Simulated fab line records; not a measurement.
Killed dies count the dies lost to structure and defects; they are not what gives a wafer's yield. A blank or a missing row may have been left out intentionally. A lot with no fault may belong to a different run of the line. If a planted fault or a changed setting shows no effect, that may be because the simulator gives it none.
What tool caused it? || flow n5-finfet || Sampling: 9 lots, 27 wafers, 5 of 1938 route steps

## WHAT EACH GAUGE READ, for each wafer
N5_BEOL_M4_RC_MEAS_101. Usual: DIBL_N 36.6 mV/V, standard deviation 1.9; DIBL_P 36.7 mV/V, standard deviation 2.2; IOFF_N 0.16 nA/um, standard deviation 0.035; IOFF_P 0.22 nA/um, standard deviation 0.038; ION_N 672 uA/um, standard deviation 14; ION_P 462 uA/um, standard deviation 8.3; SS_N 71.6 mV/dec, standard deviation 0.65; SS_P 73.5 mV/dec, standard deviation 0.72; VT_N 250 mV, standard deviation 3.5; VT_P -250 mV, standard deviation 3.1.
{"lot": "L450", "measured": "day 9 11:10", "on": "prober-01", "DIBL_N (mV/V)": "39.2 37.5 33.2", "DIBL_P (mV/V)": "40.5 39.0 32.6", "IOFF_N (nA/um)": "0.22 0.17 0.10", "IOFF_P (nA/um)": "0.34 0.29 0.18", "ION_N (uA/um)": "686 677 646", "ION_P (uA/um)": "483 471 455", "SS_N (mV/dec)": "71.1 71.0 69.9", "SS_P (mV/dec)": "74.5 73.9 72.5", "VT_N (mV)": "243 247 255", "VT_P (mV)": "-239 -244 -252", "flag": ""}
{"lot": "L453", "measured": "day 9 21:14", "on": "prober-02", "DIBL_N (mV/V)": "35.1 36.8 35.6", "DIBL_P (mV/V)": "35.1 37.9 36.8", "IOFF_N (nA/um)": "0.14 0.16 0.15", "IOFF_P (nA/um)": "0.18 0.22 0.21", "ION_N (uA/um)": "679 668 680", "ION_P (uA/um)": "466 460 469", "SS_N (mV/dec)": "71.7 71.1 70.9", "SS_P (mV/dec)": "72.6 74.0 72.8", "VT_N (mV)": "252 253 250", "VT_P (mV)": "-252 -251 -249", "flag": ""}
{"lot": "L461", "measured": "day 11 14:56", "on": "prober-01", "DIBL_N (mV/V)": "32.7 36.4 33.4", "DIBL_P (mV/V)": "34.8 38.2 34.6", "IOFF_N (nA/um)": "0.12 0.18 0.12", "IOFF_P (nA/um)": "0.18 0.23 0.18", "ION_N (uA/um)": "655 670 665", "ION_P (uA/um)": "459 466 460", "SS_N (mV/dec)": "70.9 72.2 71.6", "SS_P (mV/dec)": "72.7 73.1 72.6", "VT_N (mV)": "252 249 253", "VT_P (mV)": "-252 -249 -252", "flag": ""}
{"lot": "L462", "measured": "day 11 17:41", "on": "prober-01", "DIBL_N (mV/V)": "39.4 37.4 37.5", "DIBL_P (mV/V)": "38.3 34.6 36.3", "IOFF_N (nA/um)": "0.19 0.15 0.16", "IOFF_P (nA/um)": "0.29 0.22 0.26", "ION_N (uA/um)": "660 660 674", "ION_P (uA/um)": "458 462 468", "SS_N (mV/dec)": "72.1 71.8 72.5", "SS_P (mV/dec)": "74.2 73.2 73.5", "VT_N (mV)": "249 252 251", "VT_P (mV)": "-245 -248 -248", "flag": ""}
{"lot": "L463", "measured": "day 12 08:23", "on": "prober-01", "DIBL_N (mV/V)": "35.5 33.3 35.3", "DIBL_P (mV/V)": "35.2 32.9 34.6", "IOFF_N (nA/um)": "0.13 0.11 0.14", "IOFF_P (nA/um)": "0.18 0.16 0.18", "ION_N (uA/um)": "650 656 665", "ION_P (uA/um)": "451 459 452", "SS_N (mV/dec)": "71.8 70.9 71.5", "SS_P (mV/dec)": "73.1 72.7 73.1", "VT_N (mV)": "252 254 253", "VT_P (mV)": "-251 -254 -251", "flag": ""}
{"lot": "L467", "measured": "day 13 05:08", "on": "prober-02", "DIBL_N (mV/V)": "36.2 36.8 35.7", "DIBL_P (mV/V)": "37.9 38.9 37.4", "IOFF_N (nA/um)": "0.19 0.19 0.18", "IOFF_P (nA/um)": "0.24 0.25 0.23", "ION_N (uA/um)": "674 671 679", "ION_P (uA/um)": "467 464 465", "SS_N (mV/dec)": "71.5 71.4 72.3", "SS_P (mV/dec)": "74.5 73.9 73.9", "VT_N (mV)": "246 248 247", "VT_P (mV)": "-247 -248 -247", "flag": ""}
{"lot": "L469", "measured": "day 13 09:16", "on": "prober-02", "DIBL_N (mV/V)": "40.8 35.1 36.6", "DIBL_P (mV/V)": "42.0 35.6 36.8", "IOFF_N (nA/um)": "0.26 0.14 0.16", "IOFF_P (nA/um)": "0.32 0.21 0.21", "ION_N (uA/um)": "692 663 676", "ION_P (uA/um)": "467 457 462", "SS_N (mV/dec)": "72.9 71.1 71.7", "SS_P (mV/dec)": "74.4 73.1 73.4", "VT_N (mV)": "245 251 250", "VT_P (mV)": "-245 -249 -251", "flag": ""}
{"lot": "L468", "measured": "day 13 13:35", "on": "prober-02", "DIBL_N (mV/V)": "38.5 39.1 37.1", "DIBL_P (mV/V)": "37.6 38.6 36.5", "IOFF_N (nA/um)": "0.19 0.21 0.17", "IOFF_P (nA/um)": "0.21 0.23 0.20", "ION_N (uA/um)": "674 693 686", "ION_P (uA/um)": "453 471 466", "SS_N (mV/dec)": "72.4 72.5 71.5", "SS_P (mV/dec)": "74.1 74.6 73.9", "VT_N (mV)": "246 247 246", "VT_P (mV)": "-251 -252 -253", "flag": ""}
{"lot": "L470", "measured": "day 14 07:06", "on": "prober-01", "DIBL_N (mV/V)": "37.4 37.4 38.9", "DIBL_P (mV/V)": "38.4 38.9 38.7", "IOFF_N (nA/um)": "0.16 0.17 0.18", "IOFF_P (nA/um)": "0.22 0.25 0.24", "ION_N (uA/um)": "678 667 654", "ION_P (uA/um)": "468 455 452", "SS_N (mV/dec)": "71.0 71.4 72.4", "SS_P (mV/dec)": "74.4 73.9 74.9", "VT_N (mV)": "251 253 254", "VT_P (mV)": "-249 -247 -249", "flag": ""}

## TOOL THAT RAN EACH LOT (tool first, then ch and the chambers of the sampled wafers, then the start)
{"lot": "L450", "N5_BEOL_M1_ANNEAL_91": "pvd-sputter-03, day 7 11:42", "N5_BEOL_M1_DEP_57": "pecvd-02 ch 0,1,2, day 7 13:28", "N5_BEOL_M2_ILD_DEP_00": "pecvd-03 ch 0,1,2, day 7 13:35", "N5_BEOL_M2_COAT_61": "litho-track-01 ch 0, day 7 15:23"}
{"lot": "L453", "N5_BEOL_M1_ANNEAL_91": "pvd-sputter-01, day 7 13:59", "N5_BEOL_M1_DEP_57": "pecvd-04 ch 0,1,2, day 7 15:32", "N5_BEOL_M2_ILD_DEP_00": "pecvd-01 ch 1,2, day 7 15:44", "N5_BEOL_M2_COAT_61": "litho-track-01 ch 0, day 7 17:34"}
{"lot": "L461", "N5_BEOL_M1_ANNEAL_91": "pvd-sputter-01, day 9 06:28", "N5_BEOL_M1_DEP_57": "pecvd-02 ch 0,1,2, day 9 08:08", "N5_BEOL_M2_ILD_DEP_00": "pecvd-04 ch 1,2, day 9 08:16", "N5_BEOL_M2_COAT_61": "litho-track-01 ch 0, day 9 10:25"}
{"lot": "L462", "N5_BEOL_M1_ANNEAL_91": "pvd-sputter-03, day 9 12:11", "N5_BEOL_M1_DEP_57": "pecvd-02 ch 0,1,2, day 9 13:45", "N5_BEOL_M2_ILD_DEP_00": "pecvd-03 ch 0,1, day 9 13:53", "N5_BEOL_M2_COAT_61": "litho-track-01 ch 0, day 9 14:44"}
{"lot": "L463", "N5_BEOL_M1_ANNEAL_91": "pvd-sputter-02, day 9 23:23", "N5_BEOL_M1_DEP_57": "pecvd-04 ch 1, day 10 01:19", "N5_BEOL_M2_ILD_DEP_00": "pecvd-01 ch 0,1,2, day 10 01:29", "N5_BEOL_M2_COAT_61": "litho-track-01 ch 0, day 10 02:42"}
{"lot": "L467", "N5_BEOL_M1_ANNEAL_91": "pvd-sputter-03, day 10 22:22", "N5_BEOL_M1_DEP_57": "pecvd-04 ch 0,2, day 10 23:55", "N5_BEOL_M2_ILD_DEP_00": "pecvd-01 ch 1,2, day 11 00:03", "N5_BEOL_M2_COAT_61": "litho-track-02 ch 0, day 11 02:38"}
{"lot": "L469", "N5_BEOL_M1_ANNEAL_91": "pvd-sputter-01, day 11 02:44", "N5_BEOL_M1_DEP_57": "pecvd-04 ch 0,1,2, day 11 04:17", "N5_BEOL_M2_ILD_DEP_00": "pecvd-01 ch 0,2, day 11 04:25", "N5_BEOL_M2_COAT_61": "litho-track-02 ch 0, day 11 06:52"}
{"lot": "L468", "N5_BEOL_M1_ANNEAL_91": "pvd-sputter-01, day 11 05:32", "N5_BEOL_M1_DEP_57": "pecvd-03 ch 0,1, day 11 07:10", "N5_BEOL_M2_ILD_DEP_00": "pecvd-01 ch 0,1,2, day 11 07:17", "N5_BEOL_M2_COAT_61": "litho-track-02 ch 0, day 11 08:38"}
{"lot": "L470", "N5_BEOL_M1_ANNEAL_91": "pvd-sputter-01, day 11 10:51", "N5_BEOL_M1_DEP_57": "pecvd-03 ch 0,2, day 11 12:28", "N5_BEOL_M2_ILD_DEP_00": "pecvd-03 ch 1,2, day 11 12:36", "N5_BEOL_M2_COAT_61": "litho-track-05 ch 0, day 11 13:41"}
- N5_BEOL_M1_ANNEAL_91: time 240 s.
- N5_BEOL_M1_DEP_57: deposits SiCN from 3MS/NH3, target thk 8 nm, time 14 s.
- N5_BEOL_M2_ILD_DEP_00: deposits SiOC from DEMS/O2, target thk 79 nm, time 15.3 s.
- N5_BEOL_M2_COAT_61: time 60 s, resist thk 60 nm.

## WHAT THE TOOLS THEMSELVES READ (means of the sampled wafers that have a number; where no wafer has one, the mark that the record gives instead)
N5_BEOL_M1_ANNEAL_91. Usual: heater-power-w 848 W, standard deviation 85; susceptor-temp-C 399.99 C, standard deviation 0.19; susceptor_temp_C_max 400.9, standard deviation 0.33.
{"lot": "L450", "tool": "pvd-sputter-03", "heater-power-w (W)": 928, "susceptor-temp-C (C)": 400.09, "susceptor_temp_C_max": 401.0, "flag": ""}
{"lot": "L453", "tool": "pvd-sputter-01", "heater-power-w (W)": 855, "susceptor-temp-C (C)": 400.06, "susceptor_temp_C_max": 400.7, "flag": ""}
{"lot": "L461", "tool": "pvd-sputter-01", "heater-power-w (W)": 840, "susceptor-temp-C (C)": 400.15, "susceptor_temp_C_max": 401.2, "flag": ""}
{"lot": "L462", "tool": "pvd-sputter-03", "heater-power-w (W)": 823, "susceptor-temp-C (C)": 399.83, "susceptor_temp_C_max": 400.9, "flag": ""}
{"lot": "L463", "tool": "pvd-sputter-02", "heater-power-w (W)": 879, "susceptor-temp-C (C)": 400.14, "susceptor_temp_C_max": 400.9, "flag": ""}
{"lot": "L467", "tool": "pvd-sputter-03", "heater-power-w (W)": 827, "susceptor-temp-C (C)": 400.09, "susceptor_temp_C_max": 400.9, "flag": ""}
{"lot": "L469", "tool": "pvd-sputter-01", "heater-power-w (W)": 812, "susceptor-temp-C (C)": 400.01, "susceptor_temp_C_max": 400.8, "flag": ""}
{"lot": "L468", "tool": "pvd-sputter-01", "heater-power-w (W)": 853, "susceptor-temp-C (C)": 400.26, "susceptor_temp_C_max": 401.1, "flag": ""}
{"lot": "L470", "tool": "pvd-sputter-01", "heater-power-w (W)": 824, "susceptor-temp-C (C)": 400.00, "susceptor_temp_C_max": 400.8, "flag": ""}

N5_BEOL_M1_DEP_57. Usual: rf-fwd-power-W 198.9 W, standard deviation 1.1; showerhead-plenum-p-Torr 3.664 Torr, standard deviation 0.012; throttle-valve-pct 9.1 %, standard deviation 0.35.
{"lot": "L450", "tool": "pecvd-02", "rf-fwd-power-W (W)": 198.5, "showerhead-plenum-p-Torr (Torr)": 3.656, "throttle-valve-pct (%)": 9.4, "flag": ""}
{"lot": "L453", "tool": "pecvd-04", "rf-fwd-power-W (W)": 199.1, "showerhead-plenum-p-Torr (Torr)": 3.668, "throttle-valve-pct (%)": 9.1, "flag": ""}
{"lot": "L461", "tool": "pecvd-02", "rf-fwd-power-W (W)": 198.8, "showerhead-plenum-p-Torr (Torr)": 3.661, "throttle-valve-pct (%)": 9.2, "flag": ""}
{"lot": "L462", "tool": "pecvd-02", "rf-fwd-power-W (W)": 198.0, "showerhead-plenum-p-Torr (Torr)": 3.651, "throttle-valve-pct (%)": 9.5, "flag": ""}
{"lot": "L463", "tool": "pecvd-04", "rf-fwd-power-W (W)": 198.1, "showerhead-plenum-p-Torr (Torr)": 3.681, "throttle-valve-pct (%)": 9.2, "flag": ""}
{"lot": "L467", "tool": "pecvd-04", "rf-fwd-power-W (W)": 199.6, "showerhead-plenum-p-Torr (Torr)": 3.666, "throttle-valve-pct (%)": 8.8, "flag": ""}
{"lot": "L469", "tool": "pecvd-04", "rf-fwd-power-W (W)": 199.2, "showerhead-plenum-p-Torr (Torr)": 3.666, "throttle-valve-pct (%)": 8.9, "flag": ""}
{"lot": "L468", "tool": "pecvd-03", "rf-fwd-power-W (W)": 199.0, "showerhead-plenum-p-Torr (Torr)": 3.666, "throttle-valve-pct (%)": 9.2, "flag": ""}
{"lot": "L470", "tool": "pecvd-03", "rf-fwd-power-W (W)": 199.6, "showerhead-plenum-p-Torr (Torr)": 3.664, "throttle-valve-pct (%)": 9.0, "flag": ""}

N5_BEOL_M2_ILD_DEP_00. Usual: heater-power-w 486 W, standard deviation 69; rf-fwd-power-W 493.4 W, standard deviation 2.2; showerhead-plenum-p-Torr 5.702 Torr, standard deviation 0.012; susceptor-temp-C 350.02 C, standard deviation 0.22; throttle-valve-pct 11.9 %, standard deviation 0.55.
{"lot": "L450", "tool": "pecvd-03", "heater-power-w (W)": 467, "rf-fwd-power-W (W)": 493.4, "showerhead-plenum-p-Torr (Torr)": 5.697, "susceptor-temp-C (C)": 350.07, "throttle-valve-pct (%)": 12.1, "flag": ""}
{"lot": "L453", "tool": "pecvd-01", "heater-power-w (W)": 496, "rf-fwd-power-W (W)": 494.4, "showerhead-plenum-p-Torr (Torr)": 5.704, "susceptor-temp-C (C)": 350.19, "throttle-valve-pct (%)": 11.7, "flag": ""}
{"lot": "L461", "tool": "pecvd-04", "heater-power-w (W)": 429, "rf-fwd-power-W (W)": 492.7, "showerhead-plenum-p-Torr (Torr)": 5.700, "susceptor-temp-C (C)": 350.12, "throttle-valve-pct (%)": 11.7, "flag": ""}
{"lot": "L462", "tool": "pecvd-03", "heater-power-w (W)": 493, "rf-fwd-power-W (W)": 492.0, "showerhead-plenum-p-Torr (Torr)": 5.694, "susceptor-temp-C (C)": 350.07, "throttle-valve-pct (%)": 12.1, "flag": ""}
{"lot": "L463", "tool": "pecvd-01", "heater-power-w (W)": 506, "rf-fwd-power-W (W)": 492.4, "showerhead-plenum-p-Torr (Torr)": 5.712, "susceptor-temp-C (C)": 350.03, "throttle-valve-pct (%)": 11.8, "flag": ""}
{"lot": "L467", "tool": "pecvd-01", "heater-power-w (W)": 510, "rf-fwd-power-W (W)": 493.4, "showerhead-plenum-p-Torr (Torr)": 5.702, "susceptor-temp-C (C)": 349.70, "throttle-valve-pct (%)": 11.6, "flag": ""}
{"lot": "L469", "tool": "pecvd-01", "heater-power-w (W)": 572, "rf-fwd-power-W (W)": 492.1, "showerhead-plenum-p-Torr (Torr)": 5.717, "susceptor-temp-C (C)": 349.93, "throttle-valve-pct (%)": 11.4, "flag": ""}
{"lot": "L468", "tool": "pecvd-01", "heater-power-w (W)": 560, "rf-fwd-power-W (W)": 495.0, "showerhead-plenum-p-Torr (Torr)": 5.705, "susceptor-temp-C (C)": 349.93, "throttle-valve-pct (%)": 12.0, "flag": ""}
{"lot": "L470", "tool": "pecvd-03", "heater-power-w (W)": 496, "rf-fwd-power-W (W)": 492.5, "showerhead-plenum-p-Torr (Torr)": 5.702, "susceptor-temp-C (C)": 350.22, "throttle-valve-pct (%)": 11.8, "flag": ""}

N5_BEOL_M2_COAT_61. Usual: dispense-pressure-kPa 51 kPa, standard deviation 3.9; heater-power-total-W 500.5 W, standard deviation 1.8; plate-temp-C 249.98 C, standard deviation 0.15; spin-speed-rpm 1500.1 rpm, standard deviation 0.83.
{"lot": "L450", "tool": "litho-track-01", "dispense-pressure-kPa (kPa)": 47, "heater-power-total-W (W)": 500.5, "plate-temp-C (C)": 249.86, "spin-speed-rpm (rpm)": 1498.8, "flag": ""}
{"lot": "L453", "tool": "litho-track-01", "dispense-pressure-kPa (kPa)": 47, "heater-power-total-W (W)": 500.3, "plate-temp-C (C)": 250.09, "spin-speed-rpm (rpm)": 1500.7, "flag": ""}
{"lot": "L461", "tool": "litho-track-01", "dispense-pressure-kPa (kPa)": 47, "heater-power-total-W (W)": 493.7, "plate-temp-C (C)": 247.37, "spin-speed-rpm (rpm)": 1499.5, "flag": "OFF"}
{"lot": "L462", "tool": "litho-track-01", "dispense-pressure-kPa (kPa)": 47, "heater-power-total-W (W)": 494.1, "plate-temp-C (C)": 247.33, "spin-speed-rpm (rpm)": 1500.4, "flag": "OFF"}
{"lot": "L463", "tool": "litho-track-01", "dispense-pressure-kPa (kPa)": 47, "heater-power-total-W (W)": 493.0, "plate-temp-C (C)": 247.63, "spin-speed-rpm (rpm)": 1499.9, "flag": "OFF"}
{"lot": "L467", "tool": "litho-track-02", "dispense-pressure-kPa (kPa)": 50, "heater-power-total-W (W)": 500.8, "plate-temp-C (C)": 250.13, "spin-speed-rpm (rpm)": 1500.0, "flag": ""}
{"lot": "L469", "tool": "litho-track-02", "dispense-pressure-kPa (kPa)": 50, "heater-power-total-W (W)": 501.8, "plate-temp-C (C)": 249.89, "spin-speed-rpm (rpm)": 1501.3, "flag": ""}
{"lot": "L468", "tool": "litho-track-02", "dispense-pressure-kPa (kPa)": 50, "heater-power-total-W (W)": 500.8, "plate-temp-C (C)": 249.98, "spin-speed-rpm (rpm)": 1500.0, "flag": ""}
{"lot": "L470", "tool": "litho-track-05", "dispense-pressure-kPa (kPa)": 56, "heater-power-total-W (W)": 500.4, "plate-temp-C (C)": 249.92, "spin-speed-rpm (rpm)": 1499.9, "flag": ""}

## THE ANSWER, worked out from the rows above alone
Rule: take the mean of a lot's wafers that have a number; if it is more than 3 standard deviations from the usual mean, the lot is off. Also off: a lot with no number at a reading for which 4 or more lots have one. Where the step has rows for the other lots, those lots are counted as sound. Order of review: gauges by route order, followed by the tools' own readings, for which a lot's mean as printed above is used. At the first step where some lot is off, the reading lying furthest off is the one used; lots without a number count as furthest.
Off: L461, L462, L463, at N5_BEOL_M2_COAT_61 (plate-temp-C).
A tool fits if, at that step or a process step before it, it ran every lot that is off, and no sound lot after the first of them. One fits: litho-track-01 at N5_BEOL_M2_COAT_61. Its last sound lot is L453 (day 7 17:34), its first lot that is off L461 (day 9 10:25): a fault that began between those two fits.
The tool's own readings at N5_BEOL_M2_COAT_61 bear it out: on the lots that are off they differ by more than 5 times the standard deviation of the sound lots' means. heater-power-total-W reads 493.6 W there against 500.8 W on the sound lots; plate-temp-C reads 247.44 C there against 249.98 C on the sound lots.

## WHAT THE SIMULATOR HAD PUT IN
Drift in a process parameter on litho-track-01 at N5_BEOL_M2_COAT_61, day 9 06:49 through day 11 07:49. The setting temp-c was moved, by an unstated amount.
Lots struck among those shown: L461, L462, L463. The rule above found the same.
